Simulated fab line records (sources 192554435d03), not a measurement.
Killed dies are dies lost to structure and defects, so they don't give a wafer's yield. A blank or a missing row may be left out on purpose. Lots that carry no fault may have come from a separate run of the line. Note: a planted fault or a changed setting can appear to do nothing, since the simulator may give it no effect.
fab line records	flow n5-finfet
record: lots: 7	wafers: 21
route steps=1938 shown WELL_APT@24 FIN_SAQP@146 SD_EPI_N@264 SD_EPI_P@321 SD_ACTIVATION@330 HKMG_FIN@402
start-h: the number of hours between the record's first day and the start of the first shown wafer of the lot	wait-h: hours elapsed since this lot's preceding step	" identical to the entry in the row above	L1.1+2: a single row standing in for several wafers	- value missing, or start not given	* or withheld: withheld	< > ~ a bound
route shown NAME@n: a module of which the file shows steps, and the number in the route of the first	usual: mean/standard deviation taken from wafers without a fault	same: alike in all rows	chamber/n: place in a boat	sites: each site's reading	_std_site: standard deviation of those values	_edge_site: the outer-site mean with the inner-site mean subtracted	radius-mm: for every site, how far away it sits from the centre of the wafer	mask NAME#n: copy n	behind: the last tool/chamber to shape the wafer	hold: the reason the lot was held/the length of the hold in hours/how it ended	device: which transistor (n, p or np) failed to switch	end of line: tests run on the same wafers once the route is complete	where a step has no rows: the recipe by itself	killed: not the wafer's yield, but the dies lost to structure and defects at the first sort	map: a wafer's dies, x killed, . not, _ none there
set.NAME: setting as actually run; set.NAME@STEP: the setting as run at that earlier step	model.NAME: the simulator's own value behind a step, which no gauge read
one table per step and one row per wafer, for lots whose settings were changed on purpose
== steps ==
step: N5_WELL_APT_EXPOSE_05
recipe: mask-id: NWELL	na: 0.8	source-shape: conventional	sigma-outer: 0.8	polarization: unpolarized	defocus-nm: 0	target-cd-nm: 200	dose-mj: 20.3
lot.wafer	tool	chamber	start-h	wait-h	mask	set.dose-mj
L076.3+6	krf-scanner-02	0	25.91	-	NWELL#0	18.97
L076.5	"	0	"	"	NWELL#0	20.3
L077.1	krf-scanner-02	0	31.51	-	NWELL#0	20.3
L077.3+4	"	0	"	"	NWELL#0	21.74
L079.2+4+6	krf-scanner-01	0	43.52	-	NWELL#0	20.3
L080.3+4+6	krf-scanner-02	0	49.92	-	NWELL#0	20.3
L083.3+4+5	krf-scanner-02	0	67.53	-	NWELL#0	20.3
L092.1+4+5	krf-scanner-02	0	121.80	-	NWELL#0	20.3
L097.4+5	krf-scanner-02	0	151.41	-	NWELL#0	18.81
L097.6	"	0	"	"	NWELL#0	20.3
step: N5_WELL_APT_PEB_06
recipe: peb-temp-c: 130	peb-time-s: 90
lot.wafer	tool	chamber	start-h	wait-h	set.peb-temp-c
L076.3	litho-track-01	0	25.95	0.0	128.8
L076.5+6	"	0	"	"	130
L077.1	litho-track-04	0	31.57	0.1	130
L077.3+4	"	0	"	"	131.2
L079.2+4+6	litho-track-01	0	43.57	0.0	130
L080.3+4+6	litho-track-01	0	49.96	0.0	130
L083.3+4+5	litho-track-01	0	67.57	0.0	130
L092.1	litho-track-03	0	121.85	0.1	131.4
L092.4+5	"	0	"	"	130
L097.4+6	litho-track-01	0	151.45	0.0	130
L097.5	"	0	"	"	131.3
step: N5_WELL_APT_DEVELOP_07
recipe: develop-time-s: 45	rinse-liquid: surfactant-rinse	dry: air-spin	dev-temp-c: 21
step: N5_WELL_APT_HARDBAKE_12
recipe: temp-c: 130	time-s: 120
step: N5_WELL_APT_CD_MEAS_08
recipe: target-cd-nm: 200	landing-energy-ev: 500	detector: se-inlens
usual: cd-nm: 200.3/1.2
lot.wafer	tool	chamber	start-h	wait-h	set.dose-mj@WELL_APT_EXPOSE_05	set.peb-temp-c@WELL_APT_PEB_06	cd-nm
L076.3	cd-sem-01	0	26.07	-	18.97	128.8	183.6
L076.5	"	0	"	"	20.3	130	199.9
L076.6	"	0	"	"	18.97	130	191.1
L077.1	cd-sem-02	0	31.68	-	20.3	130	200.9
L077.3	"	0	"	"	21.74	131.2	215.7
L077.4	"	0	"	"	21.74	131.2	217.1
L079.2	cd-sem-03	0	43.69	-	20.3	130	200.2
L079.4	"	0	"	"	20.3	130	201.3
L079.6	"	0	"	"	20.3	130	201.2
L080.3	cd-sem-01	0	50.08	-	20.3	130	198.3
L080.4	"	0	"	"	20.3	130	199.3
L080.6	"	0	"	"	20.3	130	198.8
L083.3	cd-sem-03	0	67.69	-	20.3	130	202.6
L083.4	"	0	"	"	20.3	130	201.6
L083.5	"	0	"	"	20.3	130	201.2
L092.1	cd-sem-03	0	121.97	-	20.3	131.4	206.7
L092.4	"	0	"	"	20.3	130	198.1
L092.5	"	0	"	"	20.3	130	198.6
L097.4	cd-sem-01	0	151.56	-	18.81	130	188.6
L097.5	"	0	"	"	18.81	131.3	193.1
L097.6	"	0	"	"	20.3	130	201.0
step: N5_WELL_APT_DESCUM_13
recipe: chemistry: O2	time-s: 7.9	source-power-w: 50	bias-power-w: 20	pressure-mtorr: 20	rf-frequency-hz: 2.712e+07	temp-c: 40	o2-flow-sccm: 225
lot.wafer	tool	chamber	start-h	wait-h	set.dose-mj@WELL_APT_EXPOSE_05	set.peb-temp-c@WELL_APT_PEB_06	model.WELL_APT.cd-nm
L076.3	rie-diel-04	0	26.15	0.0	18.97	128.8	183.9
L076.5	"	1	"	"	20.3	130	199.8
L076.6	"	3	"	"	18.97	130	190.8
L077.1	rie-diel-06	0	31.77	0.0	20.3	130	201
L077.3	"	1	"	"	21.74	131.2	215.7
L077.4	"	3	"	"	21.74	131.2	217.4
L079.2	rie-diel-03	3	43.77	0.0	20.3	130	200.4
L079.4	"	2	"	"	20.3	130	201.2
L079.6	"	3	"	"	20.3	130	201.7
L080.3	rie-diel-04	3	50.16	0.0	20.3	130	198.3
L080.4	"	0	"	"	20.3	130	199
L080.6	"	3	"	"	20.3	130	198.8
L083.3	rie-diel-04	0	68.21	0.5	20.3	130	202.7
L083.4	"	1	"	"	20.3	130	201.5
L083.5	"	2	"	"	20.3	130	201.1
L092.1	rie-diel-03	3	122.06	0.0	20.3	131.4	206.4
L092.4	"	1	"	"	20.3	130	198.1
L092.5	"	3	"	"	20.3	130	198.3
L097.4	rie-diel-06	2	151.87	0.3	18.81	130	189
L097.5	"	2	"	"	18.81	131.3	193
L097.6	"	3	"	"	20.3	130	201.3
step: N5_FIN_SAQP_ETCH_64
recipe: chemistry: CF4	target: SiO2	target-depth-a: 15	ion-energy-ev: 350	pressure-mtorr: 10	icp-w: 800	bias-w: 400	cf4-flow-sccm: 80
lot.wafer	tool	chamber	start-h	wait-h	set.bias-w	model.etch.depth-nm
L076.3	rie-si-02	3	38.01	0.0	452	1.56
L076.5	"	0	"	"	452	1.586
L076.6	"	1	"	"	400	1.502
L077.1	rie-si-02	2	43.73	0.0	467.2	1.554
L077.3	"	0	"	"	400	1.547
L077.4	"	3	"	"	467.2	1.597
L079.2	rie-si-05	1	55.84	0.0	350.7	1.451
L079.4	"	3	"	"	400	1.491
L079.6	"	3	"	"	400	1.494
L080.3	rie-si-05	3	61.40	0.0	344	1.417
L080.4	"	2	"	"	344	1.437
L080.6	"	1	"	"	400	1.493
L083.3	rie-si-06	0	81.54	0.0	400	1.524
L083.4	"	1	"	"	400	1.506
L083.5	"	3	"	"	400	1.512
L092.1	rie-si-06	2	135.28	0.0	456.1	1.565
L092.4	"	3	"	"	456.1	1.59
L092.5	"	2	"	"	400	1.508
L097.4	rie-si-06	2	163.48	0.0	400	1.514
L097.5	"	1	"	"	400	1.536
L097.6	"	0	"	"	400	1.527
step: N5_SD_EPI_N_COAT_03
recipe: resist: CAR-ArF-block	spin-rpm: 1500	resist-thk-nm: 150
lot.wafer	tool	chamber	start-h	wait-h	set.spin-rpm	model.CAR-ArF-block_of_SD_EPI_N_COAT_03.thk-nm
L076.3+5	litho-track-04	0	-	-	1500	150.6
L076.6	"	0	"	"	1500	150.2
L077.1	litho-track-01	0	-	-	1500	150.2
L077.3+4	"	0	"	"	1500	150
L079.2	litho-track-01	0	-	-	1500	150.2
L079.4	"	0	"	"	1606	144.6
L079.6	"	0	"	"	1606	145
L080.3	litho-track-04	0	-	-	1631	143.6
L080.4	"	0	"	"	1500	149.4
L080.6	"	0	"	"	1500	150.4
L083.3	litho-track-04	0	-	-	1500	150.2
L083.4	"	0	"	"	1500	149.6
L083.5	"	0	"	"	1500	149.2
L092.1	litho-track-03	0	-	-	1500	150.2
L092.4+5	"	0	"	"	1500	150.4
L097.4	litho-track-03	0	-	-	1391	156.2
L097.5	"	0	"	"	1391	155.8
L097.6	"	0	"	"	1391	156.4
step: N5_SD_EPI_N_EBR_05
recipe: solvent: PGMEA	ebr-width-mm: 1.5
step: N5_SD_EPI_N_SOFTBAKE_04
recipe: temp-c: 110	time-s: 60	resist: CAR-ArF-block
step: N5_SD_EPI_N_DESCUM_14
recipe: chemistry: O2	time-s: 7.9	source-power-w: 50	bias-power-w: 20	pressure-mtorr: 20	rf-frequency-hz: 2.712e+07	temp-c: 40	resist: CAR-ArF-block	o2-flow-sccm: 225
lot.wafer	tool	chamber	start-h	wait-h	set.spin-rpm@SD_EPI_N_COAT_03	model.CAR-ArF-block_of_SD_EPI_N_COAT_03.thk-nm
L076.3	rie-diel-03	1	59.86	0.0	1500	144.2
L076.5	"	1	"	"	1500	144
L076.6	"	2	"	"	1500	143.8
L077.1	rie-diel-06	0	65.93	0.0	1500	143.8
L077.3	"	2	"	"	1500	143.6
L077.4	"	1	"	"	1500	143.4
L079.2	rie-diel-04	0	77.65	0.0	1500	143.8
L079.4	"	2	"	"	1606	138.2
L079.6	"	0	"	"	1606	138.4
L080.3	rie-diel-04	3	85.67	0.0	1631	137
L080.4	"	0	"	"	1500	143
L080.6	"	2	"	"	1500	143.8
L083.3	rie-diel-06	3	105.08	0.2	1500	143.6
L083.4	"	1	"	"	1500	143.2
L083.5	"	3	"	"	1500	142.8
L092.1	rie-diel-04	2	156.66	0.0	1500	143.6
L092.4+5	"	2,3	"	"	1500	143.8
L097.4	rie-diel-03	0	191.84	0.3	1391	149.6
L097.5	"	3	"	"	1391	149.2
L097.6	"	0	"	"	1391	150
step: N5_SD_EPI_N_ETCH_45
recipe: chemistry: CH3F/O2	target: SiOCN	target-depth-a: 60	mask-material: SOC	ion-energy-ev: 60	bias-w: 29	pressure-mtorr: 15	source-w: 410	Ar_flow_sccm: 150	CH3F_flow_sccm: 30	O2_flow_sccm: 20
lot.wafer	tool	chamber	start-h	wait-h	set.target-depth-a	model.etch.depth-nm
L076.3	rie-diel-03	1	60.38	0.1	60	5.825
L076.5	"	1	"	"	61.85	6.018
L076.6	"	2	"	"	61.85	6
L077.1	rie-diel-06	0	66.44	0.1	53.21	5.257
L077.3	"	2	"	"	60	6.06
L077.4	"	1	"	"	53.21	5.412
L079.2	rie-diel-04	0	78.17	0.1	60	6.05
L079.4	"	2	"	"	65.84	6.732
L079.6	"	0	"	"	65.84	6.689
L080.3	rie-diel-04	3	86.18	0.1	53.99	5.504
L080.4	"	0	"	"	53.99	5.391
L080.6	"	2	"	"	53.99	5.443
L083.3	rie-diel-06	3	105.59	0.1	60	5.94
L083.4	"	1	"	"	60	6.116
L083.5	"	3	"	"	60	5.931
L092.1	rie-diel-04	2	157.17	0.1	60	6.048
L092.4	"	2	"	"	60	6.037
L092.5	"	3	"	"	60	6.17
L097.4	rie-diel-03	0	192.36	0.1	53.11	5.295
L097.5	"	3	"	"	60	6.035
L097.6	"	0	"	"	53.11	5.282
step: N5_SD_EPI_N_EPI_21
recipe: material: Si:P	dopant: P	temp-c: 680	pressure-torr: 255	time-s: 690
lot.wafer	tool	chamber	start-h	wait-h	set.temp-c	model.Si-P_of_SD_EPI_N_EPI_21.thk-nm
L076.3	epi-rpcvd-04	0	62.10	0.7	678.3	58
L076.5	"	0	"	"	680	60.4
L076.6	"	0	"	"	680	59.8
L077.1	epi-rpcvd-02	0	67.78	0.2	680	58.8
L077.3	"	0	"	"	680	59.8
L077.4	"	0	"	"	681.2	60.4
L079.2	epi-rpcvd-02	0	79.89	0.5	675.2	54.6
L079.4	"	0	"	"	680	59.4
L079.6	"	0	"	"	680	59.2
L080.3	epi-rpcvd-02	0	87.90	0.7	680	58.2
L080.4	"	0	"	"	683.5	62
L080.6	"	0	"	"	683.5	62.6
L083.3	epi-rpcvd-04	0	107.68	0.9	680	59.2
L083.4	"	0	"	"	680	58.2
L083.5	"	0	"	"	680	58.6
L092.1	epi-rpcvd-04	0	158.77	0.2	676.2	55.6
L092.4	"	0	159.89	1.2	680	59.2
L092.5	"	0	"	"	680	58.8
L097.4+6	epi-rpcvd-02	0	194.39	0.9	680	59.6
L097.5	"	0	"	"	680	59
step: N5_SD_EPI_N_PRECLEAN_24
recipe: chemistry: O3/DIW	time-s: 60	temp-c: 22	o3-ppm: 10
step: N5_SD_EPI_P_EPI_21
recipe: material: SiGe:B	dopant: B	temp-c: 550	pressure-torr: 20	ambient: H2	time-s: 355
step: N5_SD_EPI_P_HM_STRIP_48
recipe: chemistry: H3PO4	temp-c: 160	material: SiNx	target: SiNx	target-depth-a: 30	overetch-fraction: 0.3
lot.wafer	tool	chamber	start-h	wait-h	set.temp-c@SD_EPI_N_EPI_21	model.Si-P_of_SD_EPI_N_EPI_21.thk-nm
L076.3	wet-bench-06	3	68.78	0.0	678.3	57.4
L076.5	"	7	"	"	680	59.6
L076.6	"	0	"	"	680	59.2
L077.1	wet-bench-06	7	74.75	0.0	680	58
L077.3	"	0	"	"	680	59.2
L077.4	"	2	"	"	681.2	59.8
L079.2	wet-bench-02	2	86.82	0.0	675.2	53.8
L079.4	"	3	"	"	680	58.8
L079.6	"	1	"	"	680	58.6
L080.3	wet-bench-01	5	93.98	0.0	680	57.4
L080.4	"	7	"	"	683.5	61.4
L080.6	"	6	"	"	683.5	61.8
L083.3	wet-bench-01	4	113.84	0.0	680	58.6
L083.4	"	1	"	"	680	57.6
L083.5	"	5	"	"	680	58
L092.1	wet-bench-02	6	165.60	0.0	676.2	54.8
L092.4	"	4	"	"	680	58.6
L092.5	"	2	"	"	680	58.2
L097.4+6	wet-bench-01	2,6	199.79	0.0	680	59
L097.5	"	4	"	"	680	58.4
step: N5_SD_EPI_P_SRD_49
recipe: dry: ipa-marangoni	time-s: 30	temp-c: 23	rinse-liquid: diw
step: N5_SD_EPI_P_PRECLEAN_24
recipe: chemistry: O3/DIW	time-s: 45	temp-c: 22	o3-ppm: 10
lot.wafer	tool	chamber	start-h	wait-h	set.temp-c@SD_EPI_N_EPI_21	model.Si-P_of_SD_EPI_N_EPI_21.thk-nm
L076.3	wet-bench-06	3	68.85	0.0	678.3	57.2
L076.5	"	7	"	"	680	59.6
L076.6	"	0	"	"	680	59
L077.1	wet-bench-06	7	74.82	0.0	680	57.8
L077.3	"	0	"	"	680	59
L077.4	"	2	"	"	681.2	59.6
L079.2	wet-bench-02	2	86.89	0.0	675.2	53.8
L079.4	"	3	"	"	680	58.6
L079.6	"	1	"	"	680	58.4
L080.3	wet-bench-01	5	94.05	0.0	680	57.4
L080.4	"	7	"	"	683.5	61.2
L080.6	"	6	"	"	683.5	61.6
L083.3	wet-bench-01	4	113.91	0.0	680	58.4
L083.4	"	1	"	"	680	57.4
L083.5	"	5	"	"	680	57.8
L092.1	wet-bench-02	6	165.67	0.0	676.2	54.8
L092.4	"	4	"	"	680	58.4
L092.5	"	2	"	"	680	58
L097.4+6	wet-bench-01	2,6	199.86	0.0	680	58.8
L097.5	"	4	"	"	680	58.2
step: N5_SD_EPI_P_PRECLEAN_32
recipe: chemistry: dHF	time-s: 10	dilution: 500:1	temp-c: 25
step: N5_SD_EPI_P_PRECLEAN_33
recipe: chemistry: SC2	time-s: 45	temp-c: 35	mix: 1:1:50
step: N5_SD_ACTIVATION_RTA_00
recipe: temp-c: 975	time-s: 0	ambient: N2	idle-temp-c: 600	ramp-up-c-per-s: 150	ramp-down-c-per-s: 60	cool-to-c: 600
step: N5_SD_ACTIVATION_LSA_01
recipe: temp-c: 1080	time-s: 0.0008	ambient: N2
step: N5_SD_ACTIVATION_RS_MEAS_03
recipe: thk-meas-gauge: four-point-probe
usual: RS_SD_N: 21.85/0.29	RS_SD_P: 56.4/1.1
lot.wafer	tool	chamber	start-h	wait-h	set.temp-c@SD_EPI_N_EPI_21	RS_SD_N[ohm/sq]	RS_SD_P[ohm/sq]
L076.3	film-metro-01	-	69.39	0.2	678.3	22.34	55.5
L076.5	"	-	"	"	680	21.51	54.8
L076.6	"	-	"	"	680	21.75	54.9
L077.1	film-metro-01	-	75.32	0.2	680	21.89	55.8
L077.3	"	-	"	"	680	21.55	55.5
L077.4	"	-	"	"	681.2	21.20	54.6
L079.2	film-metro-01	-	87.41	0.2	675.2	23.48	58.4
L079.4	"	-	"	"	680	21.58	58.6
L079.6	"	-	"	"	680	21.95	58.7
L080.3	film-metro-01	-	94.82	0.2	680	22.29	58.2
L080.4	"	-	"	"	683.5	20.72	56.9
L080.6	"	-	"	"	683.5	20.76	57.6
L083.3	film-metro-01	-	114.48	0.2	680	21.95	55.9
L083.4	"	-	"	"	680	22.19	57.3
L083.5	"	-	"	"	680	22.26	56.6
L092.1	film-metro-02	-	166.25	0.2	676.2	23.49	55.6
L092.4	"	-	"	"	680	21.85	56.0
L092.5	"	-	"	"	680	21.88	56.6
L097.4	film-metro-02	-	202.04	0.2	680	21.71	56.3
L097.5	"	-	"	"	680	22.04	56.4
L097.6	"	-	"	"	680	21.86	56.5
step: N5_HKMG_FIN_ETCH_54
recipe: chemistry: CF4	target: SiARC	target-depth-a: 455	mask-material: CAR-ArF	time-s: 75.8	ion-energy-ev: 80	pressure-mtorr: 40	source-w: 545	bias-w: 36	Ar_flow_sccm: 100	cf4-flow-sccm: 100	ends: cleared
usual: etch-rf-on-time-s: 75.8/1.6	rf-vpp-V: 184.4/1.3
lot.wafer	tool	chamber	start-h	wait-h	set.source-w	etch-rf-on-time-s	rf-vpp-V
L076.3	rie-diel-04	1	82.40	0.0	545	77.7	184.3
L076.5	"	0	"	"	545	75.2	185.7
L076.6	"	1	"	"	545	77.8	186.0
L077.1	rie-diel-04	3	88.18	0.0	545	72.0	185.1
L077.3	"	1	"	"	545	76.9	184.9
L077.4	"	2	"	"	545	72.9	183.0
L079.2	rie-diel-03	0	101.60	0.0	608.4	68.4	175.2
L079.4	"	0	"	"	545	75.6	182.9
L079.6	"	1	"	"	608.4	71.9	175.5
L080.3	rie-diel-06	2	108.35	0.0	545	75.1	181.2
L080.4	"	0	"	"	545	76.2	182.9
L080.6	"	1	"	"	545	73.7	183.7
L083.3	rie-diel-06	1	127.87	0.0	545	74.9	183.0
L083.4	"	3	"	"	545	76.6	185.9
L083.5	"	0	"	"	545	77.7	184.2
L092.1	rie-diel-06	0	178.76	0.0	545	77.5	183.8
L092.4	"	2	"	"	476.8	85.5	190.8
L092.5	"	3	"	"	545	76.3	185.1
L097.4	rie-diel-03	0	215.29	0.0	463.4	88.3	195.4
L097.5	"	2	"	"	545	77.1	186.1
L097.6	"	3	"	"	463.4	87.7	195.0
step: N5_HKMG_FIN_ETCH_55
recipe: chemistry: N2/H2	target: SOC	target-depth-a: 2400	temp-c: 40	time-s: 300	ion-energy-ev: 200	mask-material: SiARC	pressure-mtorr: 30	source-w: 840	bias-w: 150	n2-flow-sccm: 200	h2-flow-sccm: 200
usual: rf-vpp-V: 524.7/2.4
lot.wafer	tool	chamber	start-h	wait-h	set.bias-w	rf-vpp-V	model.SiARC_of_HKMG_FIN_COAT_42.thk-nm
L076.3	rie-diel-04	1	82.46	0.0	150	527.1	21.4
L076.5	"	0	"	"	125.7	472.3	23.8
L076.6	"	1	"	"	150	525.8	21.2
L077.1	rie-diel-04	3	88.24	0.0	150	527.4	20.6
L077.3	"	1	"	"	150	526.0	21.4
L077.4	"	2	"	"	150	526.7	20.8
L079.2	rie-diel-03	0	101.65	0.0	150	522.0	21.4
L079.4	"	0	"	"	173.3	571.3	18.8
L079.6	"	1	"	"	173.3	573.0	19.2
L080.3	rie-diel-06	2	108.40	0.0	137.3	493.8	22.6
L080.4	"	0	"	"	150	523.6	21.4
L080.6	"	1	"	"	137.3	492.4	22.4
L083.3	rie-diel-06	1	127.93	0.0	150	521.2	21.2
L083.4	"	3	"	"	150	526.5	21.2
L083.5	"	0	"	"	150	522.8	21.8
L092.1	rie-diel-06	0	178.82	0.0	173	572.6	19.4
L092.4	"	2	"	"	173	571.1	18.8
L092.5	"	3	"	"	150	526.6	21.2
L097.4	rie-diel-03	0	215.41	0.1	150	521.7	21.4
L097.5	"	2	"	"	150	528.4	21.4
L097.6	"	3	"	"	150	524.9	21.2
== key ==
split: step: N5_WELL_APT_EXPOSE_05	setting: dose-mj	stated: 20.3	by: wafer
response: step: N5_WELL_APT_CD_MEAS_08	reading: cd-nm	change: +1.81	per: 1%	r: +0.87
response: step: N5_WELL_APT_DESCUM_13	reading: model.WELL_APT.cd-nm	change: +1.82	per: 1%	r: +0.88
split: step: N5_WELL_APT_PEB_06	setting: peb-temp-c	stated: 130	by: wafer
response: step: N5_WELL_APT_CD_MEAS_08	reading: cd-nm	slope: +6	per: 1%	together-with: dose-mj@WELL_APT_EXPOSE_05	explained: 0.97
response: step: N5_WELL_APT_DESCUM_13	reading: model.WELL_APT.cd-nm	slope: +5.72	per: 1%	together-with: dose-mj@WELL_APT_EXPOSE_05	explained: 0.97
split: step: N5_FIN_SAQP_ETCH_64	setting: bias-w	stated: 400	by: wafer
response: step: N5_FIN_SAQP_ETCH_64	reading: model.etch.depth-nm	change: +0.00381	per: 1%	r: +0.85
split: step: N5_SD_EPI_N_COAT_03	setting: spin-rpm	stated: 1500	by: wafer
response: step: N5_SD_EPI_N_COAT_03	reading: model.CAR-ArF-block_of_SD_EPI_N_COAT_03.thk-nm	change: -0.738	per: 1%	r: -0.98
response: step: N5_SD_EPI_N_DESCUM_14	reading: model.CAR-ArF-block_of_SD_EPI_N_COAT_03.thk-nm	change: -0.751	per: 1%	r: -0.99
split: step: N5_SD_EPI_N_ETCH_45	setting: target-depth-a	stated: 60	by: wafer
response: step: N5_SD_EPI_N_ETCH_45	reading: model.etch.depth-nm	change: +0.0653	per: 1%	r: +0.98
split: step: N5_SD_EPI_N_EPI_21	setting: temp-c	stated: 680	by: wafer
response: step: N5_SD_EPI_N_EPI_21	reading: model.Si-P_of_SD_EPI_N_EPI_21.thk-nm	change: +6.88	per: 1%	r: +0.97
response: step: N5_SD_EPI_P_HM_STRIP_48	reading: model.Si-P_of_SD_EPI_N_EPI_21.thk-nm	change: +7.14	per: 1%	r: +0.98
response: step: N5_SD_EPI_P_PRECLEAN_24	reading: model.Si-P_of_SD_EPI_N_EPI_21.thk-nm	change: +6.85	per: 1%	r: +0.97
response: step: N5_SD_ACTIVATION_RS_MEAS_03	reading: RS_SD_N	change: -2.73	per: 1%	r: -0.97
split: step: N5_HKMG_FIN_ETCH_54	setting: source-w	stated: 545	by: wafer
response: step: N5_HKMG_FIN_ETCH_54	reading: etch-rf-on-time-s	change: *	per: 1%	r: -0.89
response: step: N5_HKMG_FIN_ETCH_54	reading: rf-vpp-V	change: -0.589	per: 1%	r: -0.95
split: step: N5_HKMG_FIN_ETCH_55	setting: bias-w	stated: 150	by: wafer
response: step: N5_HKMG_FIN_ETCH_55	reading: rf-vpp-V	change: +3.22	per: 1%	r: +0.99
response: step: N5_HKMG_FIN_ETCH_55	reading: model.SiARC_of_HKMG_FIN_COAT_42.thk-nm	change: -0.147	per: 1%	r: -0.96
